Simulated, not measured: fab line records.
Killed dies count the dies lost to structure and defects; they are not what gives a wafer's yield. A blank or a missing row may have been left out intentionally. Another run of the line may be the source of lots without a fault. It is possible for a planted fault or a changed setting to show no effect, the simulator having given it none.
Matching of chambers ; flow nand harc ; pecvd-02 running NHARC_A_CONTACT_DEP_85: 3 sister chambers
The step deposits SiON, target thk 60 nm. 6 wafers are shown with their chamber, then 8 later ones without.

== WAFERS PAIRED WITH THEIR CHAMBERS ==
wafer;chamber;showerhead vpp V (V);heater power w (W)
L169.3;2;1070;707
L172.5;2;1094;700
L174.5;1;1174;957
L179.4;0;1200;778
L179.5;1;1152;853
L180.2;0;1206;792

== WAFERS WITH NO CHAMBER GIVEN ==
wafer;showerhead vpp V (V);heater power w (W)
L180.5;1154;839
L180.6;1080;734
L182.4;1206;823
L182.5;1193;791
L182.6;1162;924
L190.2;1105;750
L190.3;1165;790
L190.5;1214;704

== WHICH CHAMBER EACH WENT THROUGH ==
wafer;from the rows above;in truth
L180.5;1;1
L180.6;2;2
L182.4;0;0
L182.5;0;0
L182.6;1;1
L190.2;2;2
L190.3;can't be placed: 1 or 0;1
L190.5;0;0
7 of 8 placed correctly. From these rows, 1 cannot be placed; in 1 the true chamber is one of the candidates. Wrongly placed: 0.
How it was worked out, from the rows above alone: a wafer's distance from a chamber is the root of the sum, over the readings, of the square of ((its reading less the chamber's mean) divided by the reading's scatter). If the next closest chamber is less than 2 further off than the closest, the wafer can't be placed; otherwise it belongs to the closest. Each chamber's mean is taken over the wafers shown for it. The scatter: take each reading less its chamber's mean, square it, sum over the shown wafers, divide by the number of wafers less the number of chambers, and take the root.
